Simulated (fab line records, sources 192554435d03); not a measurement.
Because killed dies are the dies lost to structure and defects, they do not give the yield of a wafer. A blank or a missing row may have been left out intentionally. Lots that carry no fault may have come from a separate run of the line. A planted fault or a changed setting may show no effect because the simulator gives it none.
fab line records	flow n5Finfet
record lots=6	wafers=18	lastDay=17
route steps=1938 shown SD_EPI_N@284 SD_EPI_P@295
lots with no fault: from the same line, run without faults
startH: hours from the record's first day to the start of the lot's first wafer shown	waitH: hours elapsed since this lot's preceding step	" same as the row above	L1.1+2: one row covering several wafers at once	- either no value or no given start	* or withheld: withheld	< > ~ a bound
route shown NAME@n: NAME is a module with steps in the file, n the number in the route of the first one	usual: mean and standard deviation over wafers with no fault	same: alike in all rows	chamber/n: place in a boat	sites: each site's reading	_std_site: their standard deviation	_edge_site: mean of outer sites minus mean of inner sites	radiusMm: how far each site lies from the wafer's centre	mask NAME#n: copy n	behind: the tool/chamber that last shaped the wafer	hold: why the lot went on hold/how many hours it stayed there/how the hold came to an end	device: transistor that didn't switch, given as n, p or np	end of line: the route-end tests of the same wafers	where a step has no rows: the recipe by itself	killed: dies lost to structure and defects at the first sort, not the wafer's yield	map: shows each die of a wafer: x if killed, . if not, _ if none is there
set.NAME: the run value of the setting; set.NAME@STEP: its run value at that earlier step	model.NAME: the simulator's own value behind a step, which no gauge read
lots at some steps of the route; a table a step, a row a wafer
services: a tool's chamber out of use, with start hour (startH, from the record's first day; less than 0 if before it), hours out, and reason
## steps
# step N5_SD_EPI_N_STRIP_18
# recipe chemistry=SPM	timeS=750	tempC=130	h2so4H2o2VolRatio=4
# step N5_SD_EPI_N_SRD_20
# recipe dry=ipaMarangoni	doPpb=5	timeS=30	tempC=23	rinseLiquid=diw
# step N5_SD_EPI_N_PRECLEAN_48
# recipe chemistry=NF3:NH3	afsCycles=2	tempC=30	timeS=20	sublimationTempC=180	sublimationTimeS=60	pressureTorr=3	rfPowerW=30
# step N5_SD_EPI_N_VAPOR_ETCH_50
# recipe chemistry=HCl	target=Si	tempC=775	timeS=54	pressureTorr=20	mode=isotropic
# usual lampInnerPct=22.8/0.55	throttleValvePct=12.2/0.32
lot.wafer	tool	chamber	startH	waitH	lampInnerPct	throttleValvePct
L929.2	epiRpcvd-02	0	80.20	0.3	22.5	12.5
L929.3	"	0	"	"	22.6	12.0
L929.6	"	0	"	"	22.9	12.0
L930.2	epiRpcvd-04	0	85.23	0.3	24.5	11.6
L930.4	"	0	"	"	24.3	11.5
L930.6	"	0	"	"	24.0	11.2
L938.2	epiRpcvd-01	0	134.04	0.3	22.3	12.5
L938.4	"	0	"	"	22.7	12.6
L938.5	"	0	"	"	22.5	12.2
L939.1	epiRpcvd-02	0	141.20	0.3	22.5	12.0
L939.3	"	0	"	"	22.3	12.1
L939.4	"	0	"	"	22.3	12.1
L946.1	epiRpcvd-01	0	184.87	0.3	22.4	12.6
L946.2	"	0	"	"	22.6	12.5
L946.4	"	0	"	"	22.5	12.2
L947.3	epiRpcvd-02	0	187.97	0.2	22.7	12.0
L947.4	"	0	"	"	22.7	12.2
L947.5	"	0	"	"	22.6	11.9
# step N5_SD_EPI_N_EPI_21
# recipe material=Si:P	dopant=P	tempC=680	pressureTorr=255	timeS=690
# step N5_SD_EPI_N_EPI_MEAS_23
# recipe mode=xrd
# usual thkNm=59.0/1.2
lot.wafer	tool	chamber	startH	waitH	thkNm
L929.2	filmMetro-01	-	82.07	1.2	60.7
L929.3	"	-	"	"	60.0
L929.6	"	-	"	"	58.6
L930.2	filmMetro-01	-	87.12	1.2	57.7
L930.4	"	-	"	"	59.4
L930.6	"	-	"	"	57.2
L938.2	filmMetro-02	-	135.91	1.2	58.4
L938.4	"	-	"	"	57.7
L938.5	"	-	"	"	58.6
L939.1	filmMetro-01	-	143.10	1.4	59.4
L939.3	"	-	"	"	55.7
L939.4	"	-	"	"	57.8
L946.1	filmMetro-01	-	186.85	1.5	58.4
L946.2	"	-	"	"	58.9
L946.4	"	-	"	"	59.0
L947.3	filmMetro-01	-	189.81	0.9	56.3
L947.4	"	-	"	"	57.4
L947.5	"	-	"	"	58.0
# step N5_SD_EPI_N_PRECLEAN_24
# recipe chemistry=O3/DIW	timeS=60	tempC=22	o3Ppm=10
# step N5_SD_EPI_N_SRD_25
# recipe timeS=30	tempC=23	rinseLiquid=diw	dry=ipaMarangoni
# step N5_SD_EPI_N_PRECLEAN_49
# recipe chemistry=NF3:NH3	afsCycles=1	tempC=30	timeS=20	sublimationTempC=180	sublimationTimeS=60	pressureTorr=3	rfPowerW=30
# step N5_SD_EPI_N_LINER_46
# recipe material=SiNx	targetThkA=30	tempC=400	aldPrecursorFamily=SiH2I2	aldCoReactant=N2/H2-plasma	pressureTorr=2
# usual heaterPowerW=804/81
lot.wafer	tool	chamber	startH	waitH	heaterPowerW
L929.2	aldSin-02	3	82.37	0.1	678
L929.3	"	2	"	"	862
L929.6	"	3	"	"	701
L930.2	aldSin-01	1	87.43	0.2	749
L930.4	"	2	"	"	901
L930.6	"	1	"	"	733
L938.2	aldSin-01	0	136.21	0.1	944
L938.4	"	0	"	"	961
L938.5	"	2	"	"	908
L939.1	aldSin-04	0	143.41	0.2	815
L939.3	"	3	"	"	781
L939.4	"	1	"	"	761
L946.1	aldSin-02	0	187.94	1.0	716
L946.2	"	3	"	"	696
L946.4	"	1	"	"	807
L947.3	aldSin-02	0	190.31	0.3	723
L947.4	"	1	"	"	786
L947.5	"	3	"	"	710
# step N5_SD_EPI_N_INSPECT_26
# recipe inspectInstrument=darkfield	mode=postEpi
# usual rawDefectCount=196/37
lot.wafer	tool	chamber	startH	waitH	rawDefectCount
L929.2	defectInspect-01	-	82.62	0.1	190
L929.3	"	-	"	"	195
L929.6	"	-	"	"	149
L930.2	defectInspect-02	-	87.68	0.1	155
L930.4	"	-	"	"	202
L930.6	"	-	"	"	229
L938.2	defectInspect-01	-	136.46	0.1	210
L938.4	"	-	"	"	255
L938.5	"	-	"	"	233
L939.1	defectInspect-01	-	143.66	0.1	216
L939.3	"	-	"	"	270
L939.4	"	-	"	"	238
L946.1	defectInspect-01	-	188.19	0.1	178
L946.2	"	-	"	"	182
L946.4	"	-	"	"	155
L947.3	defectInspect-01	-	190.56	0.1	182
L947.4	"	-	"	"	195
L947.5	"	-	"	"	209
# step N5_SD_EPI_P_COAT_34
# recipe resist=SOC	tempC=250	timeS=60	spinRpm=1500	resistThkNm=350
# step N5_SD_EPI_P_COAT_35
# recipe resist=SiARC	tempC=220	timeS=60	spinRpm=1500	resistThkNm=35
# usual exhaustPa=44.9/0.81	spinSpeedRpm=1499.8/1.3
lot.wafer	tool	chamber	startH	waitH	exhaustPa	spinSpeedRpm	model.SiARC_of_SD_EPI_P_COAT_35.thkNm
L929.2	lithoTrack-05	0	82.66	-	43.8	1498.7	34.8
L929.3	"	0	"	"	46.8	1500.5	34.8
L929.6	"	0	"	"	45.4	1500.7	35
L930.2	lithoTrack-01	0	87.72	-	44.7	1499.3	35
L930.4	"	0	"	"	44.6	1500.8	35.2
L930.6	"	0	"	"	45.2	1498.0	35
L938.2	lithoTrack-05	0	136.49	-	46.2	1544.5	34.6
L938.4	"	0	"	"	46.1	1544.5	34.6
L938.5	"	0	"	"	45.1	1542.6	34.6
L939.1	lithoTrack-05	0	143.69	-	45.3	1539.1	34.6
L939.3	"	0	"	"	46.8	1540.7	34.6
L939.4	"	0	"	"	43.9	1543.2	34.6
L946.1	lithoTrack-01	0	188.22	-	45.4	1498.5	35
L946.2	"	0	"	"	45.1	1501.1	35
L946.4	"	0	"	"	43.9	1498.5	35
L947.3	lithoTrack-01	0	190.59	-	45.5	1499.8	35
L947.4	"	0	"	"	44.7	1499.3	34.8
L947.5	"	0	"	"	45.0	1500.9	34.8
# step N5_SD_EPI_P_COAT_03
# recipe resist=CAR-ArF-block	spinRpm=1500	resistThkNm=150
# step N5_SD_EPI_P_EBR_05
# recipe solvent=PGMEA	ebrWidthMm=1.5
# step N5_SD_EPI_P_SOFTBAKE_04
# recipe tempC=110	timeS=60	resist=CAR-ArF-block
# step N5_SD_EPI_P_EXPOSE_06
# recipe maskId=SD_P_BLK	na=1.35	sourceShape=conventional	sigmaOuter=0.8	polarization=unpolarized	targetCdNm=240	doseMj=39.5
# step N5_SD_EPI_P_PEB_07
# recipe pebTempC=110	pebTimeS=60	resist=CAR-ArF-block
# step N5_SD_EPI_P_DEVELOP_08
# recipe developTimeS=30	developer=TMAH	resist=CAR-ArF-block	devTempC=23	rinseLiquid=diw	dry=airSpin
# step N5_SD_EPI_P_CD_MEAS_09
# recipe targetCdNm=240	landingEnergyEv=500	detector=seInlens
# usual cdNm=240.8/1.1
lot.wafer	tool	chamber	startH	waitH	cdNm
L929.2	cdSem-02	0	82.90	-	239.8
L929.3	"	0	"	"	240.9
L929.6	"	0	"	"	240.4
L930.2	cdSem-03	0	88.08	-	240.6
L930.4	"	0	"	"	241.8
L930.6	"	0	"	"	242.3
L938.2	cdSem-02	0	136.74	-	240.8
L938.4	"	0	"	"	240.6
L938.5	"	0	"	"	240.6
L939.1	cdSem-03	0	144.06	-	241.1
L939.3	"	0	"	"	241.5
L939.4	"	0	"	"	241.4
L946.1	cdSem-01	0	188.59	-	240.7
L946.2	"	0	"	"	240.9
L946.4	"	0	"	"	241.0
L947.3	cdSem-01	0	190.96	-	237.8
L947.4	"	0	"	"	240.3
L947.5	"	0	"	"	239.0
# step N5_SD_EPI_P_OVL_MEAS_10
# recipe pointsPerWafer=44
# usual SD_P_BLK_OVL=-0.6/0.62
# same pointsPerWafer=44
lot.wafer	tool	chamber	startH	waitH	SD_P_BLK_OVL[nm]
L929.2	overlay-02	0	82.93	0.0	1.1
L929.3	"	0	"	"	-0.2
L929.6	"	0	"	"	-0.9
L930.2	overlay-01	0	88.11	0.0	-0.5
L930.4	"	0	"	"	-0.9
L930.6	"	0	"	"	-0.6
L938.2	overlay-02	0	136.76	0.0	-0.2
L938.4	"	0	"	"	-0.4
L938.5	"	0	"	"	-0.2
L939.1	overlay-01	0	144.09	0.0	-0.6
L939.3	"	0	"	"	-1.1
L939.4	"	0	"	"	-1.7
L946.1	overlay-02	0	188.62	0.0	-1.4
L946.2	"	0	"	"	-1.7
L946.4	"	0	"	"	-1.3
L947.3	overlay-02	0	190.99	0.0	-0.9
L947.4	"	0	"	"	-1.5
L947.5	"	0	"	"	-0.5
# step N5_SD_EPI_P_INSPECT_11
# recipe mode=adi	inspectInstrument=macro
# usual rawDefectCount=1.9/1.3
lot.wafer	tool	chamber	startH	waitH	rawDefectCount
L929.2	defectInspect-02	-	82.95	0.0	1
L929.3	"	-	"	"	4
L929.6	"	-	"	"	2
L930.2	defectInspect-02	-	88.14	0.0	2
L930.4	"	-	"	"	3
L930.6	"	-	"	"	1
L938.2	defectInspect-01	-	136.79	0.0	2
L938.4	"	-	"	"	1
L938.5	"	-	"	"	5
L939.1	defectInspect-01	-	144.11	0.0	2
L939.3	"	-	"	"	3
L939.4	"	-	"	"	0
L946.1	defectInspect-02	-	188.64	0.0	2
L946.2	"	-	"	"	3
L946.4	"	-	"	"	2
L947.3	defectInspect-01	-	191.01	0.0	3
L947.4	"	-	"	"	5
L947.5	"	-	"	"	2
# step N5_SD_EPI_P_DESCUM_14
# recipe chemistry=O2	timeS=7.9	sourcePowerW=50	biasPowerW=20	pressureMtorr=20	rfFrequencyHz=2.712e+07	tempC=40	resist=CAR-ArF-block	o2FlowSccm=225
# usual biasPowerW=20.01/0.062	chamberPressureMTorr=20.000/0.017	drypumpMotorCurrentA=5.89/0.25	oesProductAu=0.78/0.082	rfVppV=243.6/1.2	showerheadPlenumPTorr=2.11/0.058	tempC=40.02/0.1	throttleValvePct=20.32/0.22
lot.wafer	tool	chamber	startH	waitH	biasPowerW	chamberPressureMTorr	drypumpMotorCurrentA	oesProductAu	rfHoursCounterH	rfVppV	showerheadPlenumPTorr	tempC	throttleValvePct
L929.2	rieDiel-02	2	82.99	0.0	19.99	19.996	5.98	0.77	131	243.5	2.12	40.08	20.20
L929.3	"	0	"	"	20.02	19.970	5.51	0.69	246	242.9	2.05	39.95	20.33
L929.6	"	1	"	"	20.06	20.021	5.99	0.88	-	245.0	2.20	40.03	19.97
L930.2	rieDiel-02	3	88.17	0.0	20.09	20.013	6.14	0.67	237	244.2	2.07	39.99	20.33
L930.4	"	3	"	"	20.10	19.991	6.14	0.67	-	241.8	2.07	39.97	20.31
L930.6	"	2	"	"	19.95	19.990	5.98	0.76	-	243.8	2.12	39.99	20.22
L938.2	rieDiel-02	1	136.82	0.0	20.01	19.977	5.97	0.86	47	244.5	2.19	39.87	19.99
L938.4	"	1	"	"	19.96	20.018	5.96	0.85	-	246.4	2.19	39.88	19.97
L938.5	"	2	"	"	20.03	20.021	5.98	0.76	-	242.9	2.11	40.02	20.23
L939.1	rieDiel-03	2	144.15	0.0	19.91	19.969	6.07	0.82	76	244.7	2.10	39.95	20.23
L939.3	"	1	"	"	19.84	20.016	5.46	0.71	195	244.2	2.06	40.02	20.65
L939.4	"	3	"	"	20.00	19.977	5.82	0.71	214	244.2	2.17	39.97	20.41
L946.1	rieDiel-02	0	188.67	0.0	20.07	19.986	5.50	0.92	20	244.0	2.04	40.01	20.18
L946.2	"	1	"	"	19.98	20.009	5.96	0.83	65	244.5	2.18	40.01	19.99
L946.4	"	3	"	"	19.94	20.022	6.14	0.91	12	243.1	2.06	40.08	20.14
L947.3	rieDiel-02	3	191.04	0.0	19.99	19.987	6.13	0.92	13	242.9	2.06	40.06	20.14
L947.4	"	1	"	"	20.01	20.000	5.98	0.83	66	245.1	2.18	39.94	20.02
L947.5	"	2	"	"	20.07	20.019	5.97	0.74	-	244.5	2.11	40.02	20.26
# step N5_SD_EPI_P_ETCH_36
# recipe chemistry=CF4	target=SiARC	targetDepthA=455	maskMaterial=CAR-ArF-block	timeS=75.8	ionEnergyEv=80	pressureMtorr=40	sourceW=545	biasW=36	Ar_flow_sccm=100	cf4FlowSccm=100	ends=cleared
# usual chamberPressureMTorr=40.00/0.04	drypumpMotorCurrentA=5.89/0.26	etchRfOnTimeS=74.8/2.7	oesProductAu=0.67/0.069	rfVppV=184.3/1.1	showerheadPlenumPTorr=2.16/0.056	throttleValvePct=15.55/0.21
lot.wafer	tool	chamber	startH	waitH	chamberPressureMTorr	drypumpMotorCurrentA	etchRfOnTimeS	oesProductAu	rfHoursCounterH	rfVppV	showerheadPlenumPTorr	throttleValvePct	model.etch.depthNm
L929.2	rieDiel-02	2	83.02	0.0	40.02	6.00	74.2	0.67	131	184.1	2.14	15.34	34.88
L929.3	"	0	"	"	40.03	5.49	77.5	0.58	246	184.0	2.12	15.81	34.89
L929.6	"	1	"	"	40.02	5.97	73.2	0.77	-	185.1	2.27	15.28	34.91
L930.2	rieDiel-02	3	88.21	0.0	40.00	6.15	75.5	0.58	237	183.0	2.13	15.72	34.95
L930.4	"	3	"	"	39.95	6.17	76.1	0.59	-	184.0	2.13	15.73	35.15
L930.6	"	2	"	"	40.06	5.94	74.6	0.67	-	184.2	2.14	15.32	34.96
L938.2	rieDiel-02	1	136.86	0.0	40.01	5.96	72.0	0.74	47	186.1	2.26	15.31	34.62
L938.4	"	1	"	"	39.95	5.97	72.7	0.73	-	186.0	2.26	15.31	34.6
L938.5	"	2	"	"	39.95	5.95	72.6	0.66	-	185.1	2.14	15.37	34.55
L939.1	rieDiel-03	2	144.18	0.0	40.05	6.01	69.7	0.72	76	185.4	2.18	15.63	34.54
L939.3	"	1	"	"	40.07	5.44	76.6	0.60	195	183.1	2.12	15.92	34.55
L939.4	"	3	"	"	39.98	5.83	75.7	0.61	214	184.1	2.20	15.53	34.5
L946.1	rieDiel-02	0	188.71	0.0	40.05	5.46	77.5	0.77	20	184.0	2.12	15.44	35.01
L946.2	"	1	"	"	40.06	5.97	72.5	0.73	65	186.2	2.25	15.35	35.01
L946.4	"	3	"	"	40.01	6.14	72.1	0.80	12	184.1	2.12	15.34	35.03
L947.3	rieDiel-02	3	191.08	0.0	40.02	6.15	71.5	0.79	13	182.9	2.12	15.34	34.98
L947.4	"	1	"	"	40.00	5.97	72.5	0.71	66	186.0	2.25	15.37	34.84
L947.5	"	2	"	"	40.00	6.00	73.9	0.63	-	183.9	2.13	15.41	34.89
# step N5_SD_EPI_P_ETCH_37
# recipe chemistry=N2/H2	target=SOC	overetchA=1080	maskMaterial=SiARC	tempC=40	ionEnergyEv=100	sourceW=3000	biasW=133	pressureMtorr=20	timeS=486	n2FlowSccm=200	h2FlowSccm=200	ends=endPoint
# usual chamberPressureMTorr=19.999/0.017	drypumpMotorCurrentA=5.89/0.26	n2FlowSccm=200.1/0.61	oesProductAu=0.70/0.067	rfVppV=240.8/1.3	showerheadPlenumPTorr=2.56/0.077	tempC=40.00/0.11	throttleValvePct=23.66/0.25
lot.wafer	tool	chamber	startH	waitH	chamberPressureMTorr	drypumpMotorCurrentA	n2FlowSccm	oesProductAu	rfHoursCounterH	rfVppV	showerheadPlenumPTorr	tempC	throttleValvePct
L929.2	rieDiel-02	2	83.08	0.0	19.985	5.98	200.5	0.69	131	239.7	2.55	40.02	23.57
L929.3	"	0	"	"	20.029	5.57	199.3	0.62	247	239.7	2.48	39.95	23.63
L929.6	"	1	"	"	19.993	5.97	199.8	0.78	-	241.9	2.69	40.04	23.26
L930.2	rieDiel-02	3	88.26	0.0	20.037	6.14	200.6	0.62	237	241.0	2.52	39.96	23.95
L930.4	"	3	"	"	19.999	6.16	200.5	0.62	-	240.7	2.52	40.04	23.95
L930.6	"	2	"	"	20.012	5.97	200.3	0.69	-	239.7	2.55	39.95	23.57
L938.2	rieDiel-02	1	136.91	0.0	19.993	5.96	200.8	0.76	48	242.5	2.68	40.02	23.29
L938.4	"	1	"	"	19.986	5.99	200.6	0.76	-	241.4	2.68	39.88	23.28
L938.5	"	2	"	"	19.993	5.94	199.7	0.67	-	240.0	2.54	40.04	23.58
L939.1	rieDiel-03	2	144.24	0.0	20.003	6.02	200.8	0.72	76	240.6	2.58	40.00	23.90
L939.3	"	1	"	"	19.974	5.48	200.6	0.64	196	240.7	2.52	39.95	24.01
L939.4	"	3	"	"	19.998	5.84	200.4	0.64	214	241.0	2.62	39.96	23.67
L946.1	rieDiel-02	0	188.77	0.0	19.985	5.50	200.4	0.81	20	239.8	2.47	39.99	23.66
L946.2	"	1	"	"	20.024	5.96	200.5	0.74	65	242.2	2.67	40.17	23.31
L946.4	"	3	"	"	20.018	6.16	199.7	0.81	12	239.9	2.51	39.86	23.92
L947.3	rieDiel-02	3	191.14	0.0	19.999	6.15	201.2	0.80	13	240.2	2.51	39.92	23.94
L947.4	"	1	"	"	20.005	5.99	200.5	0.74	67	243.2	2.67	39.89	23.32
L947.5	"	2	"	"	19.953	5.96	199.2	0.66	-	241.3	2.54	40.08	23.63
## services
tool	chamber	startH	hours	kind
aldSin-02	1	69.29	7.8	repair
epiRpcvd-02	-	77.21	1.2	repair
aldSin-01	0	80.20	20.4	repair
rieDiel-02	0	84.26	23.0	repair
aldSin-04	-	85.70	14.0	pm
rieDiel-02	0	119.54	-	clean
rieDiel-02	0	119.54	-	consumableReplace:focusRing
rieDiel-02	0	119.54	13.2	scheduledDown
rieDiel-02	0	119.54	13.2	ventCycle
aldSin-01	1	129.96	14.0	repair
rieDiel-02	3	133.06	-	clean
rieDiel-02	3	133.06	-	consumableReplace:focusRing
rieDiel-02	3	133.06	21.0	scheduledDown
rieDiel-02	3	133.06	21.0	ventCycle
aldSin-02	1	152.20	10.6	repair
aldSin-01	-	176.92	14.0	pm
aldSin-01	0	176.92	14.0	ventCycle
aldSin-01	1	176.92	14.0	ventCycle
aldSin-01	2	176.92	14.0	ventCycle
aldSin-01	3	176.92	14.0	ventCycle
aldSin-01	0	190.92	-	clean
aldSin-01	1	190.92	-	clean
aldSin-01	2	190.92	-	clean
aldSin-01	3	190.92	-	clean
## key
firstSign step=N5_SD_EPI_P_COAT_35	reading=spinSpeedRpm	direction=up	sigmas=34	usual=*	struck=*
effect none on later readings
modelEffect step=N5_SD_EPI_P_COAT_35	value=SiARC_of_SD_EPI_P_COAT_35.thkNm	without=35	struck=34.6
modelEffect step=N5_SD_EPI_P_ETCH_36	value=etch.depthNm	without=35.03	struck=34.56
metAt N5_SD_EPI_P_COAT_35
struckWafers L938.2,L938.4,L938.5,L939.1,L939.3,L939.4
testerLeftOut L938,L939
onsetBetween 82.66 136.49
fault kind=processParameterDrift	tool=lithoTrack-05	chamber=-	onsetH=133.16	steps=N5_SD_EPI_P_COAT_35	channel=spinRpm	offset=*	shape=step	endH=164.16	actsIn=*	stated=*
# testerLeftOut: of these lots the tester's yield and bins aren't shown, on N5 and GAA mostly nor the transistor test; their killed dies are dies lost to structure and defects alone, not to doping, threshold or leakage, so they don't give the yield
